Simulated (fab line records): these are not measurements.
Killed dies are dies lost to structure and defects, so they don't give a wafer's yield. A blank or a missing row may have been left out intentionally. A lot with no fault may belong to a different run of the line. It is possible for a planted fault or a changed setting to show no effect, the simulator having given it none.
A struck lot beside a sound one :: flow nand-harc :: 24 out of 1302 route steps
Sound: these wafers, L440.1, L440.3, L440.6. Wafers struck: L455.2, L455.3, L455.6. At the end, the cause is stated.
Order at every step that has rows: each side's tool, ch and its chambers, its first start. Under that, the readings that differ: sound wafers :: struck wafers :: difference of the means :: sigmas: that difference in standard deviations of wafers without a fault.
alike: a reading whose means differ by less than 2 such deviations, as well as words and numbers matching on both sides. not compared: withheld readings; readings where some wafer has no value; bounds like >300 that might hide an equal value; numbers whose values overlap and for which the record gives no deviation.
Wherever a step has rows on one side only, a row that says differs or no value, or a row with sigmas, the two part there. When numbers do not overlap yet have no deviation, they are printed without sigmas and do not part them. A reading that every wafer of one side lacks parts them only if that side has two wafers or more.

NHARC_A_M0_INSPECT_27:
  struck on defect-inspect-02, day 29 23:51; sound on defect-inspect-02, day 23 20:40
  alike: raw-defect-count
NHARC_A_M0_PRE_CLEAN_31: time 12 s.
  sound on pecvd-01 ch 1,2, day 23 20:44; struck on pecvd-03 ch 0,1,2, day 29 23:56
  alike: heater-power-w, susceptor-temp-C
NHARC_A_M0_DEP_32: deposits SiCN, target thk 30 nm.
  sound on pecvd-01 ch 1,2, day 23 20:51; struck on pecvd-03 ch 0,1,2, day 30 00:02
reading: heater-power-w (W)
sound: 513 658 649
struck: 416 453 404
difference: -182
sigmas: -2
  alike: susceptor-temp-C
then, 8 steps without rows for these wafers: NHARC_A_M1_DEP_00 (deposits SiOC, target thk 182.5 nm); NHARC_A_M1_DEHYDRATE_01 (time 120 s); NHARC_A_M1_HMDS_02 (time 30 s); NHARC_A_M1_COAT_34 (time 65 s); NHARC_A_M1_COAT_03 (resist thk 90 nm); NHARC_A_M1_SOFTBAKE_04 (time 55 s); NHARC_A_M1_EBR_05; NHARC_A_M1_EXPOSE_06 (exposes mask A M1, target cd 120 nm).
NHARC_A_M1_PEB_07: peb time 65 s.
  sound on litho-track-06 ch 0, day 23 21:59; struck on litho-track-06 ch 0, day 30 01:03
reading: heater-power-total-W (W)
sound: 156.5 156.8 157.1
struck: 158.1 158.7 158.5
difference: +1.6
sigmas: +4

reading: plate-temp-C (C)
sound: 99.82 99.81 99.87
struck: 100.72 100.97 100.90
difference: +1.03
sigmas: +7
  alike: exhaust-pa
then, 1 step without rows for these wafers: NHARC_A_M1_DEVELOP_08 (develop time 35 s).
NHARC_A_M1_CD_MEAS_09 targets a cd of 120 nm.
  sound on cd-sem-02 ch 0, day 23 22:05; struck on cd-sem-03 ch 0, day 30 01:08
reading: cd-nm (nm)
sound: 120.0 120.2 119.5
struck: 123.9 124.2 124.4
difference: +4.3
sigmas: +7
NHARC_A_M1_OVL_MEAS_10: pitch 240 nm.
  struck on overlay-01, day 30 01:13; sound on overlay-02, day 23 22:10
reading: overlay-y-nm (nm)
sound: 0.2 1.0 0.4
struck: -0.7 -1.4 -0.8
difference: -1.5
sigmas: -3
  alike: overlay-x-nm
NHARC_A_M1_INSPECT_11:
  struck on defect-inspect-01, day 30 01:16; sound on defect-inspect-02, day 23 22:12
reading: raw-defect-count
sound: 118 107 124
struck: 30 26 33
difference: -87
sigmas: -2
NHARC_A_M1_DESCUM_14: chemistry O2, time 3 s.
  sound on rie-diel-11 ch 0,2,3, day 23 22:16; struck on rie-diel-10 ch 1,2, day 30 01:19
reading: showerhead-plenum-p-Torr (Torr)
sound: 1.96 2.04 2.05
struck: 1.78 1.85 1.85
difference: -0.19
sigmas: -2

reading: model.A_M1.cd-nm (nm)
sound: 119.9 119.4 119.5
struck: 123.9 124.2 124.5
difference: +4.6
sigmas: 
  alike: chamber-pressure-mTorr, drypump-motor-current-A, oes-product-au, rf-vpp-V, throttle-valve-pct
  not compared: rf-hours-counter-h
NHARC_A_M1_ETCH_35: etches the open film in N2/H2, target depth 40 nm, overetch 12 nm, time 43.94 s.
  sound on rie-diel-11 ch 1,3, day 23 22:21; struck on rie-diel-10 ch 0,2, day 30 01:25
reading: bias-w (W)
sound: 150.4 150.4 150.4
struck: 149.9 149.2 149.6
difference: -0.8
sigmas: -2
  alike: chamber-pressure-mTorr, drypump-motor-current-A, oes-product-au, rf-vpp-V, showerhead-plenum-p-Torr, throttle-valve-pct
  not compared: rf-hours-counter-h
NHARC_A_M1_ETCH_15: etches the open film in C4F8/Ar, target depth 182.5 nm, time 91.2 s.
  sound: rie-diel-11 ch 1,3; struck: rie-diel-10 ch 1,2
  alike: bias-w, chamber-pressure-mTorr, oes-product-au, rf-vpp-V
  not compared: rf-hours-counter-h
NHARC_A_M1_CD_MEAS_16:
  struck on cd-sem-03, day 30 01:37; sound on cd-sem-02, day 23 22:34
reading: cd-nm (nm)
sound: 119.6 118.7 119.3
struck: 123.7 124.7 125.1
difference: +5.3
sigmas: +6
NHARC_A_M1_STRIP_18: strips in N2/H2.
  sound on rie-diel-12 ch 0,2,3, day 23 22:40; struck on rie-diel-12 ch 0,2,3, day 30 01:45
  alike: chamber-pressure-mTorr, drypump-motor-current-A, oes-product-au, rf-vpp-V, showerhead-plenum-p-Torr, throttle-valve-pct
  not compared: rf-hours-counter-h
NHARC_A_M1_ETCH_28: etches the open film in CF4/N2, target depth 30 nm, time 72.99 s.
  sound: rie-diel-12 ch 0,2,3; struck: rie-diel-12 ch 0,3
reading: model.A_M1.cd-nm (nm)
sound: 119.5 119 119.5
struck: 123.9 125 124.9
difference: +5.3
sigmas: 
  alike: bias-w, chamber-pressure-mTorr, drypump-motor-current-A, oes-product-au, rf-vpp-V, showerhead-plenum-p-Torr, throttle-valve-pct
  not compared: rf-hours-counter-h
then, 2 steps without rows for these wafers: NHARC_A_M1_STRIP_19 (strips in post etch residue remover, time 600 s); NHARC_END_SORT_01.

WHERE THEY PART
At NHARC_A_M0_DEP_32 first; at NHARC_A_M1_CD_MEAS_16 last (within this record only). Later steps at which nothing parts them and some readings are alike: NHARC_A_M1_STRIP_18, NHARC_A_M1_ETCH_28.

WHY: whatever the simulator had introduced
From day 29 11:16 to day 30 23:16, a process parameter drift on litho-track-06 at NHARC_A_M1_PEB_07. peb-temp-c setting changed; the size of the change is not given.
